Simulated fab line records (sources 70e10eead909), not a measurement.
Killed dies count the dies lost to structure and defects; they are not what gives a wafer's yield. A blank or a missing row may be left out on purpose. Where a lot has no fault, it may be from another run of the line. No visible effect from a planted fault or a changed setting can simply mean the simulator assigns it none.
fab line records	flow nand-harc
record: lots: 7	wafers: 21	last-day: 24
route steps=1159 shown P_CONTACT@241 P_M0@253 END@1159
lots with no fault: from the same line, run without faults
start-h: hours from the record's opening day to when the first of the lot's shown wafers began	wait-h: hours from the lot's prior step to this one	" same as the row above	L1.1+2: a row that stands for several wafers	- value missing, or start not given	* or withheld: withheld	< > ~ a bound
route shown NAME@n: NAME is a module with steps in the file, n the number in the route of the first one	usual: mean and standard deviation over wafers with no fault	same: alike in all rows	chamber/n: place in a boat	sites: each site's reading	_std_site: standard deviation across them	_edge_site: the outer-site mean with the inner-site mean subtracted	radius-mm: how far each site lies from the wafer's centre	mask NAME#n: copy n	behind: the tool/chamber that last shaped the wafer	hold: cause of the lot's hold/its duration in hours/its outcome	device: names the non-switching transistor (n, p or np)	end of line: tests of these same wafers at the route's end	step lacking rows: just its recipe	killed: dies that structure and defects cost at the first sort, which is not the same as the wafer's yield	map: dies across one wafer; x = killed, . = not, _ = none there
set.NAME: the setting that was run; set.NAME@STEP: the one run at that earlier step	model.NAME: the simulator's own value behind a step, which no gauge read
a table for each step, a row for each wafer; lots at some steps of the route
services: the hour from which a tool's chamber was out of use, counted from the record's first day as start-h (under 0 if before that day), plus the number of hours and why
== steps ==
step: NHARC_P_CONTACT_CD_MEAS_19
usual: cd-nm: 88.6/2.2
lot.wafer	tool	chamber	start-h	wait-h	cd-nm
L386.3	cd-sem-01	-	128.45	-	83.9
L386.4	"	-	"	"	88.8
L386.5	"	-	"	"	89.7
L385.2	cd-sem-02	-	131.26	-	87.8
L385.4	"	-	"	"	88.0
L385.6	"	-	"	"	90.1
L393.2	cd-sem-02	-	175.55	-	85.7
L393.3	"	-	"	"	86.9
L393.4	"	-	"	"	88.7
L395.2	cd-sem-03	-	200.05	-	87.4
L395.4	"	-	"	"	88.3
L395.6	"	-	"	"	91.8
L398.1	cd-sem-01	-	209.74	-	89.7
L398.2	"	-	"	"	89.5
L398.4	"	-	"	"	92.7
L401.2	cd-sem-01	-	218.34	-	91.0
L401.5	"	-	"	"	88.6
L401.6	"	-	"	"	88.2
L400.1	cd-sem-01	-	219.27	-	86.5
L400.2	"	-	"	"	88.6
L400.3	"	-	"	"	86.2
step: NHARC_P_CONTACT_STRIP_28
recipe: o2-flow-sccm: 500	ar-flow-sccm: 0	bias-w: 0	chemistry: O2
usual: drypump-motor-current-A: 5.8/0.46	oes-product-au: 0.996/0.011	rf-vpp-V: 57.8/0.93	showerhead-plenum-p-Torr: 3.52/0.14	throttle-valve-pct: 17.037/0.0096
lot.wafer	tool	chamber	start-h	wait-h	drypump-motor-current-A	oes-product-au	rf-hours-counter-h	rf-vpp-V	showerhead-plenum-p-Torr	throttle-valve-pct
L386.3	rie-diel-11	0	128.56	0.1	5.8	0.997	11	58.2	3.63	17.043
L386.4	"	1	"	"	6.4	1.009	10	58.9	3.63	17.050
L386.5	"	2	"	"	5.3	0.975	-	56.7	3.47	17.054
L385.2	rie-diel-07	0	131.35	0.1	6.0	1.001	8	58.0	3.70	17.042
L385.4	"	1	"	"	5.6	1.011	8	57.1	3.35	17.039
L385.6	"	3	"	"	5.7	1.011	-	57.1	3.60	17.023
L393.4	rie-diel-07	1	175.63	0.1	5.6	1.003	12	59.4	3.34	17.028
L393.2	"	2	"	"	6.4	0.988	13	57.1	3.47	17.045
L393.3	"	3	"	"	5.8	0.988	10	58.8	3.60	17.051
L395.2	rie-diel-11	0	200.13	0.1	5.8	1.014	0	59.0	3.63	17.031
L395.4	"	3	"	"	5.0	0.997	0	56.7	3.30	17.037
L395.6	"	0	"	"	5.8	1.008	-	59.2	3.63	17.036
L398.4	rie-diel-07	2	209.81	0.1	6.4	0.983	16	57.8	3.47	17.028
L398.1	"	3	"	"	5.8	0.999	14	55.9	3.60	17.040
L398.2	"	0	"	"	6.0	1.004	15	58.9	3.70	17.026
L401.2	rie-diel-11	3	218.45	0.1	5.0	0.996	2	57.0	3.30	17.034
L401.5	"	1	"	"	6.4	0.994	-	59.2	3.63	17.047
L401.6	"	2	"	"	5.3	0.991	-	58.9	3.47	17.037
L400.3	rie-diel-07	2	219.34	0.1	6.4	0.982	17	57.7	3.46	17.040
L400.2	"	3	"	"	5.7	1.009	15	57.7	3.60	17.051
L400.1	"	1	"	"	5.6	0.996	16	55.5	3.34	17.027
step: NHARC_P_CONTACT_STRIP_29
recipe: time-s: 1200	temp-c: 72.5	chemistry: post-etch-residue-remover
step: NHARC_P_CONTACT_DEGAS_38
recipe: temp-c: 300	time-s: 60
step: NHARC_P_CONTACT_PRE_CLEAN_39
recipe: time-s: 19.5	bias-v: 250	gas: Ar
step: NHARC_P_CONTACT_PVD_32
recipe: target-thk-a: 50	chamber-pressure-pa: 5	power-w: 5000	substrate-temp-c: 200	time-s: 17.7	material: Ti
usual: substrate-temp-c: 199.98/0.16	throttle-valve-pct: 29.9/0.72
lot.wafer	tool	chamber	start-h	wait-h	substrate-temp-c	throttle-valve-pct
L386.4	pvd-sputter-03	-	-	-	200.12	29.9
L386.3	"	-	"	"	200.21	30.2
L386.5	"	-	"	"	200.03	31.1
L385.4	pvd-sputter-02	-	-	-	200.02	29.6
L385.2	"	-	"	"	200.14	31.2
L385.6	"	-	"	"	199.69	29.9
L393.4	pvd-sputter-03	-	-	-	199.86	30.0
L393.3	"	-	"	"	199.69	29.8
L393.2	"	-	"	"	199.91	29.2
L395.2	pvd-sputter-01	-	-	-	199.92	30.4
L395.4	"	-	"	"	200.11	29.2
L395.6	"	-	"	"	199.91	30.1
L398.4	pvd-sputter-03	-	-	-	199.76	29.9
L398.1	"	-	"	"	199.77	29.4
L398.2	"	-	"	"	199.93	30.9
L401.2	pvd-sputter-03	-	-	-	200.04	31.2
L401.5	"	-	"	"	200.15	30.2
L401.6	"	-	"	"	200.13	29.3
L400.1	pvd-sputter-03	-	-	-	199.76	29.7
L400.2	"	-	"	"	200.08	29.3
L400.3	"	-	"	"	200.22	31.1
step: NHARC_P_CONTACT_ALD_22
recipe: target-thk-a: 30	pulse-time-s: 1	ald-cycles: 150	temp-c: 450	material: TiN
usual: heater-power-w: 1016/82	precursor-pulse-height-rel: 0.999/0.02
same: ald-cycles: 150	pulse-time-s: 1
lot.wafer	tool	chamber	start-h	wait-h	heater-power-w	precursor-pulse-height-rel
L386.4	ald-metal-02	0	129.42	-	1041	0.959
L386.3	"	2	"	"	1043	0.995
L386.5	"	3	"	"	1073	1.004
L385.2	ald-metal-03	1	132.23	-	1007	0.984
L385.4	"	2	"	"	997	0.997
L385.6	"	1	"	"	1028	1.020
L393.4	ald-metal-02	1	176.65	-	879	0.983
L393.2	"	3	"	"	1086	1.056
L393.3	"	0	"	"	1048	0.980
L395.2	ald-metal-01	2	201.02	-	937	1.022
L395.4	"	0	"	"	1168	1.000
L395.6	"	2	"	"	925	1.035
L398.2	ald-metal-02	3	210.72	-	1049	0.967
L398.1	"	0	"	"	1060	0.981
L398.4	"	2	"	"	1007	1.001
L401.2	ald-metal-01	0	219.39	-	1182	0.979
L401.6	"	2	"	"	943	0.992
L401.5	"	3	"	"	992	1.027
L400.2	ald-metal-03	0	220.40	-	1114	1.002
L400.1	"	1	"	"	1020	1.023
L400.3	"	2	"	"	1045	0.987
step: NHARC_P_CONTACT_CVD_23
recipe: target-thk-a: 2000	temp-c: 300	pressure-torr: 40	wf6-flow-sccm: 40	h2-flow-sccm: 1600	ar-flow-sccm: 1560	time-s: 557	material: W
usual: heater-power-w: 467/36	throttle-valve-pct: 8.01/0.29
lot.wafer	tool	chamber	start-h	wait-h	heater-power-w	throttle-valve-pct
L385.2	cvd-w-02	1	-	-	448	7.93
L385.4	"	0	"	"	456	7.99
L385.6	"	0	"	"	443	7.71
L386.3	cvd-w-01	0	-	-	454	7.86
L386.4	"	0	"	"	440	7.64
L386.5	"	0	"	"	452	7.63
L393.2	cvd-w-02	0	-	-	441	7.97
L393.4	"	1	"	"	456	8.18
L393.3	"	0	"	"	438	7.96
L395.2	cvd-w-01	1	-	-	545	8.34
L395.4	"	1	"	"	535	8.37
L395.6	"	0	"	"	456	7.66
L398.2	cvd-w-02	0	-	-	438	7.82
L398.1	"	1	"	"	449	7.95
L398.4	"	0	"	"	435	7.56
L401.2	cvd-w-01	1	-	-	540	8.42
L401.6	"	0	"	"	457	7.80
L401.5	"	1	"	"	533	8.59
L400.2	cvd-w-02	0	-	-	443	7.87
L400.1	"	1	"	"	451	8.07
L400.3	"	1	"	"	433	8.06
step: NHARC_P_CONTACT_CMP_24
recipe: t-overpolish-s: 30	target-thk-nm: 200
usual: motor-current-A: 11.9/1.4	overpolish-run-s: 30.001/0.0088	time-to-endpoint-s: 39/3.3
same: t-overpolish-s: 30
lot.wafer	tool	chamber	start-h	wait-h	motor-current-A	overpolish-run-s	time-to-endpoint-s
L385.4	cmp-02	3	135.37	0.3	10.9	30.006	38
L385.2	"	1	"	"	10.2	29.997	36
L385.6	"	2	"	"	10.6	30.002	40
L386.4	cmp-03	2	135.63	0.5	12.2	29.988	35
L386.3	"	3	"	"	13.0	29.988	38
L386.5	"	0	"	"	15.3	29.997	35
L393.3	cmp-03	3	180.08	0.3	12.5	30.009	40
L393.4	"	1	"	"	13.5	30.001	40
L393.2	"	2	"	"	11.1	29.993	38
L395.2	cmp-03	3	209.48	0.6	12.6	29.998	40
L395.4	"	0	"	"	15.2	30.001	36
L395.6	"	3	"	"	13.0	30.017	35
L398.1	cmp-02	1	213.91	0.5	10.3	29.998	40
L398.4	"	3	"	"	10.7	30.004	38
L398.2	"	0	"	"	11.6	29.997	34
L401.2	cmp-02	2	220.20	0.5	10.6	29.988	34
L401.5	"	2	"	"	10.2	30.008	36
L401.6	"	3	"	"	11.0	29.996	37
L400.1	cmp-02	2	221.24	0.5	10.2	29.994	38
L400.2	"	3	"	"	10.3	29.999	37
L400.3	"	1	"	"	10.1	30.014	37
step: NHARC_P_CONTACT_SRD_26
step: NHARC_P_CONTACT_INSPECT_27
usual: raw-defect-count: 270/110
lot.wafer	tool	chamber	start-h	wait-h	raw-defect-count
L385.2	defect-inspect-01	-	135.75	0.1	128
L385.4	"	-	"	"	156
L385.6	"	-	"	"	210
L386.3	defect-inspect-01	-	135.99	0.1	252
L386.4	"	-	"	"	143
L386.5	"	-	"	"	271
L393.2	defect-inspect-01	-	180.48	0.1	354
L393.3	"	-	"	"	225
L393.4	"	-	"	"	230
L395.2	defect-inspect-01	-	209.86	0.1	321
L395.4	"	-	"	"	143
L395.6	"	-	"	"	218
L398.1	defect-inspect-01	-	214.31	0.1	354
L398.2	"	-	"	"	230
L398.4	"	-	"	"	433
L401.2	defect-inspect-01	-	220.60	0.1	437
L401.5	"	-	"	"	206
L401.6	"	-	"	"	302
L400.1	defect-inspect-01	-	221.64	0.1	195
L400.2	"	-	"	"	172
L400.3	"	-	"	"	256
step: NHARC_P_M0_DEP_00
recipe: target-thk-a: 1500	target-thk-nm: 150	temp-c: withheld	pressure-torr: 5	flow-sccm: 200	rf-w: 600	material: SiOC
usual: rf-fwd-power-W: 598.3/1.8
lot.wafer	tool	chamber	start-h	wait-h	rf-fwd-power-W
L385.2	pecvd-02	2	135.90	0.2	597.5
L385.6	"	0	"	"	595.1
L385.4	"	1	"	"	596.8
L385.2	pecvd-02	2	136.60	-	601.7
L385.6	"	0	"	"	597.1
L385.4	"	1	"	"	596.6
L386.3	pecvd-01	2	136.10	0.1	599.6
L386.4	"	2	"	"	600.8
L386.5	"	0	"	"	599.7
L386.3	pecvd-01	2	136.60	-	600.7
L386.4	"	2	"	"	598.4
L386.5	"	0	"	"	597.0
L393.2	pecvd-03	0	180.59	0.1	600.4
L393.3	"	1	"	"	598.2
L393.4	"	2	"	"	599.5
L395.2	pecvd-03	1	210.01	0.2	598.6
L395.6	"	2	"	"	597.4
L395.4	"	1	"	"	597.2
L395.2	pecvd-03	1	210.71	-	600.6
L395.6	"	2	"	"	595.7
L395.4	"	1	"	"	596.9
L398.1	pecvd-02	0	214.38	0.1	600.3
L398.2	"	2	"	"	595.5
L398.4	"	1	"	"	595.7
L401.2	pecvd-03	0	220.76	0.2	596.6
L401.6	"	1	"	"	599.1
L401.5	"	0	"	"	596.0
L400.1	pecvd-01	2	221.71	0.1	596.1
L400.2	"	0	"	"	598.5
L400.3	"	1	"	"	599.5
step: NHARC_P_M0_DEHYDRATE_01
recipe: temp-c: 150	time-s: 120
step: NHARC_END_SORT_01
recipe: temp-c: 25
usual: defect-limited-yield: 95.1/1.6	killed-at-array: 29/10	killed-at-other: 0.7/1.1	killed-at-periphery: 3.3/2.4	killed-dies: 33/11	killed-open: 3.3/2	killed-short: 1.9/1.3	sort_bin_2_pct: 1.5/0.67	sort_bin_3_pct: 0.27/0.24	sort_bin_4_pct: 3.1/1.1	sort-n-pass: 644/11	sort-rim-yield-pct: 97.1/2.1	sort-yield-pct: 95.1/1.6
same: gross-dies: 677	sort_bin_5_pct[%]: 0	sort_bin_6_pct[%]: 0	sort_bin_7_pct[%]: 0	sort_bin_8_pct[%]: 0	sort-rim-n-gross: 106.00
lot.wafer	tool	chamber	start-h	wait-h	defect-limited-yield[%]	killed-at-array	killed-at-other	killed-at-periphery	killed-dies	killed-open	killed-short	sort_bin_2_pct[%]	sort_bin_3_pct[%]	sort_bin_4_pct[%]	sort-n-pass	sort-rim-yield-pct[%]	sort-yield-pct[%]
L386.3	prober-01	0	447.11	3.1	0	19	0	658	677	2	1	97.8	0.15	2.1	0	0	0
L386.4	prober-01	0	447.91	3.4	0	23	0	654	677	2	1	96.8	0.44	2.8	0	0	0
L386.5	prober-01	0	448.70	3.7	0	15	0	662	677	2	0	98.2	0.15	1.6	0	0	0
L385.2	prober-02	0	454.09	2.8	0	26	0	651	677	5	1	97.5	0.15	2.4	0	0	0
L385.4	prober-02	0	455.67	3.4	0	22	0	655	677	2	2	97.2	0	2.8	0	0	0
L385.6	prober-02	0	457.24	3.9	0	27	1	649	677	9	1	96.0	0.44	3.5	0	0	0
L401.2	prober-01	0	567.41	2.8	96.3	23	0	2	25	1	1	1.3	0.15	2.2	652	98.1	96.3
L401.5	prober-01	0	569.80	3.7	94.5	32	2	3	37	3	2	2.5	0.15	2.8	640	99.1	94.5
L401.6	prober-01	0	570.60	4.0	95.9	27	0	1	28	3	1	1.2	0.44	2.5	649	96.2	95.9
L395.2	prober-01	0	583.09	2.8	0	31	4	642	677	2	4	95.7	0.89	3.4	0	0	0
L395.4	prober-01	0	584.68	3.4	0	46	2	629	677	4	5	94.2	0.74	5.0	0	0	0
L395.6	prober-01	0	586.27	4.0	0	37	4	636	677	3	1	95.3	0.30	4.4	0	0	0
killed by level:class
L386.3 P_M0:area-dep=656 A_SLIT:chamber-film-flake=9 A_CHANNEL_HOLE_D1:chamber-film-flake=3 A_CHANNEL_FILL_D1:chamber-film-flake=2 A_CONTACT:chamber-film-flake=2 P_M1:geometric-particle:open=1 A_M0:geometric-particle:open=1 A_M1:geometric-particle:short=1
L386.4 P_M0:area-dep=652 A_SLIT:chamber-film-flake=14 A_CHANNEL_HOLE_D1:chamber-film-flake=3 A_BLC:geometric-particle:open=2 A_CHANNEL_FILL_D1:chamber-film-flake=2 A_ONON_D1:geometric-particle:short=1 P_GATE:chamber-film-flake=1 P_M2:chamber-film-flake=1
L386.5 P_M0:area-dep=659 A_SLIT:chamber-film-flake=8 A_CONTACT:chamber-film-flake=3 P_M0:geometric-particle:open=1 A_CHANNEL_FILL_D1:geometric-particle:open=1 P_STI:chamber-film-flake=1 P_GATE:chamber-film-flake=1 A_CHANNEL_HOLE_D1:chamber-film-flake=1
L385.2 P_M0:area-dep=649 A_CHANNEL_HOLE_D1:chamber-film-flake=13 A_STAIRCASE:chamber-film-flake=4 A_CONTACT:chamber-film-flake=3 A_CONTACT:geometric-particle:open=2 P_M0:geometric-particle:open=1 A_ONON_D1:geometric-particle:short=1 A_ONON_D1:geometric-particle:open=1
L385.4 P_M0:area-dep=653 A_CHANNEL_HOLE_D1:chamber-film-flake=11 A_STAIRCASE:chamber-film-flake=5 A_CONTACT:chamber-film-flake=2 A_SGD_CUT:geometric-particle:short=1 A_CONTACT:geometric-particle:open=1 A_M1:geometric-particle:short=1 A_M1:geometric-particle:open=1
L385.6 P_M0:area-dep=638 A_CHANNEL_HOLE_D1:chamber-film-flake=13 P_M0:chamber-film-flake=4 A_STAIRCASE:chamber-film-flake=4 P_BONDPAD:chamber-film-flake=3 A_SLIT:chamber-film-flake=2 P_GATE:geometric-particle:open=1 P_CONTACT:geometric-particle:open=1
L401.2 A_CHANNEL_HOLE_D1:chamber-film-flake=17 A_STAIRCASE:chamber-film-flake=2 A_CONTACT:chamber-film-flake=2 A_CONTACT:geometric-particle:open=1 A_BLC:geometric-particle:short=1 P_ZERO_WELL:chamber-film-flake=1 P_GATE:chamber-film-flake=1
L401.5 A_CHANNEL_HOLE_D1:chamber-film-flake=26 P_GATE:chamber-film-flake=2 A_CONTACT:chamber-film-flake=2 THIN_TSV:chamber-film-flake=2 P_M0:geometric-particle:open=1 A_CHANNEL_HOLE_D1:geometric-particle:short=1 A_CHANNEL_FILL_D1:geometric-particle:open=1 A_CONTACT:geometric-particle:short=1
L401.6 A_CHANNEL_HOLE_D1:chamber-film-flake=19 A_CONTACT:geometric-particle:open=2 A_SLIT:chamber-film-flake=2 A_M0:geometric-particle:short=1 A_M0:geometric-particle:open=1 P_ZERO_WELL:chamber-film-flake=1 A_STAIRCASE:chamber-film-flake=1 A_CONTACT:chamber-film-flake=1
L395.2 P_M0:area-dep=635 A_SLIT:chamber-film-flake=15 A_CHANNEL_HOLE_D1:chamber-film-flake=5 A_STAIRCASE:chamber-film-flake=4 A_CONTACT:chamber-film-flake=4 P_CONTACT:chamber-film-flake=3 THIN_TSV:chamber-film-flake=3 P_CONTACT:geometric-particle:short=1
L395.4 P_M0:area-dep=623 A_SLIT:chamber-film-flake=15 A_STAIRCASE:chamber-film-flake=8 A_CONTACT:chamber-film-flake=8 A_CHANNEL_HOLE_D1:chamber-film-flake=5 P_CONTACT:chamber-film-flake=4 A_WL_FILL:geometric-particle:short=2 A_WL_FILL:unspecified=2
L395.6 P_M0:area-dep=624 A_SLIT:chamber-film-flake=15 P_CONTACT:chamber-film-flake=9 A_CONTACT:chamber-film-flake=7 A_CHANNEL_HOLE_D1:chamber-film-flake=5 A_STAIRCASE:chamber-film-flake=4 THIN_TSV:chamber-film-flake=4 P_STI:chamber-film-flake=3
map L385.2 (x killed, . not)
____________x____________
_________xxxxxxx_________
_______xxxxxxxxxxx_______
______xxxxxxxxxxxxx______
_____xxxxxxxxxxxxxxx_____
____xxxxxxxxxxxxxxxxx____
____xxxxxxxxxxxxxxxxx____
___xxxxxxxxxxxxxxxxxxx___
___xxxxxxxxxxxxxxxxxxx___
__xxxxxxxxxxxxxxxxxxxxx__
__xxxxxxxxxxxxxxxxxxxxx__
_xxxxxxxxxxxxxxxxxxxxxxx_
_xxxxxxxxxxxxxxxxxxxxxxx_
_xxxxxxxxxxxxxxxxxxxxxxx_
_xxxxxxxxxxxxxxxxxxxxxxx_
_xxxxxxxxxxxxxxxxxxxxxxx_
xxxxxxxxxxxxxxxxxxxxxxxxx
xxxxxxxxxxxxxxxxxxxxxxxxx
xxxxxxxxxxxxxxxxxxxxxxxxx
xxxxxxxxxxxxxxxxxxxxxxxxx
xxxxxxxxxxxxxxxxxxxxxxxxx
_xxxxxxxxxxxxxxxxxxxxxxx_
_xxxxxxxxxxxxxxxxxxxxxxx_
_xxxxxxxxxxxxxxxxxxxxxxx_
_xxxxxxxxxxxxxxxxxxxxxxx_
_xxxxxxxxxxxxxxxxxxxxxxx_
__xxxxxxxxxxxxxxxxxxxxx__
__xxxxxxxxxxxxxxxxxxxxx__
___xxxxxxxxxxxxxxxxxxx___
___xxxxxxxxxxxxxxxxxxx___
____xxxxxxxxxxxxxxxxx____
____xxxxxxxxxxxxxxxxx____
_____xxxxxxxxxxxxxxx_____
______xxxxxxxxxxxxx______
_______xxxxxxxxxxx_______
_________xxxxxxx_________
____________x____________
map L386.3 (x killed, . not)
____________x____________
_________xxxxxxx_________
_______xxxxxxxxxxx_______
______xxxxxxxxxxxxx______
_____xxxxxxxxxxxxxxx_____
____xxxxxxxxxxxxxxxxx____
____xxxxxxxxxxxxxxxxx____
___xxxxxxxxxxxxxxxxxxx___
___xxxxxxxxxxxxxxxxxxx___
__xxxxxxxxxxxxxxxxxxxxx__
__xxxxxxxxxxxxxxxxxxxxx__
_xxxxxxxxxxxxxxxxxxxxxxx_
_xxxxxxxxxxxxxxxxxxxxxxx_
_xxxxxxxxxxxxxxxxxxxxxxx_
_xxxxxxxxxxxxxxxxxxxxxxx_
_xxxxxxxxxxxxxxxxxxxxxxx_
xxxxxxxxxxxxxxxxxxxxxxxxx
xxxxxxxxxxxxxxxxxxxxxxxxx
xxxxxxxxxxxxxxxxxxxxxxxxx
xxxxxxxxxxxxxxxxxxxxxxxxx
xxxxxxxxxxxxxxxxxxxxxxxxx
_xxxxxxxxxxxxxxxxxxxxxxx_
_xxxxxxxxxxxxxxxxxxxxxxx_
_xxxxxxxxxxxxxxxxxxxxxxx_
_xxxxxxxxxxxxxxxxxxxxxxx_
_xxxxxxxxxxxxxxxxxxxxxxx_
__xxxxxxxxxxxxxxxxxxxxx__
__xxxxxxxxxxxxxxxxxxxxx__
___xxxxxxxxxxxxxxxxxxx___
___xxxxxxxxxxxxxxxxxxx___
____xxxxxxxxxxxxxxxxx____
____xxxxxxxxxxxxxxxxx____
_____xxxxxxxxxxxxxxx_____
______xxxxxxxxxxxxx______
_______xxxxxxxxxxx_______
_________xxxxxxx_________
____________x____________
== services ==
tool	chamber	start-h	hours	kind
rie-diel-07	0	109.20	-	clean
rie-diel-07	1	109.20	-	clean
rie-diel-07	2	109.20	-	clean
rie-diel-07	3	109.20	-	clean
pecvd-03	-	111.15	13.0	pm
pecvd-03	0	111.15	13.0	vent-cycle
pecvd-03	1	111.15	13.0	vent-cycle
pecvd-03	2	111.15	13.0	vent-cycle
cvd-w-01	-	113.40	13.0	pm
cmp-03	-	124.33	1.0	repair
cmp-02	-	128.50	4.0	pm
ald-metal-03	-	144.00	10.0	pm
pecvd-02	-	153.52	13.0	pm
cmp-03	-	156.08	4.0	pm
pvd-sputter-01	-	158.06	10.0	pm
pvd-sputter-02	-	167.76	0.7	repair
ald-metal-02	-	186.00	10.0	pm
rie-diel-11	-	189.53	9.0	pm
cvd-w-02	-	195.59	13.0	pm
pecvd-02	1	197.95	8.0	repair
ald-metal-02	-	203.60	0.9	repair
pvd-sputter-01	-	210.20	3.8	repair
pvd-sputter-02	-	214.00	10.0	pm
ald-metal-01	1	221.72	6.8	repair
== key ==
first-sign: step: NHARC_P_M0_DEP_00	reading: visit	direction: added
effect: step: NHARC_END_SORT_01	reading: killed-at-periphery	direction: up	sigmas: 99+	usual: 3.3	struck: 648.4
more-kills-born-at: NHARC_P_M0_DEP_00@pecvd-01: 1967	NHARC_P_M0_DEP_00@pecvd-02: 1940	NHARC_P_M0_DEP_00@pecvd-03: 1882
met-at NHARC_P_M0_DEP_00
struck-wafers L385.2,L385.4,L385.6,L386.3,L386.4,L386.5,L395.2,L395.4,L395.6
later-rows-left-out L385.2,L385.4,L385.6,L386.3,L386.4,L386.5,L395.2,L395.4,L395.6
fault: kind: repeated-step-whole	tool: pecvd-01,pecvd-02,pecvd-03	chamber: -	onset-h: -	steps: NHARC_P_M0_DEP_00	times: 1	scope: struck-lots-only
later-rows-left-out: the simulator's readings of these wafers behind a module that went badly wrong aren't trusted and aren't shown, but for the sort
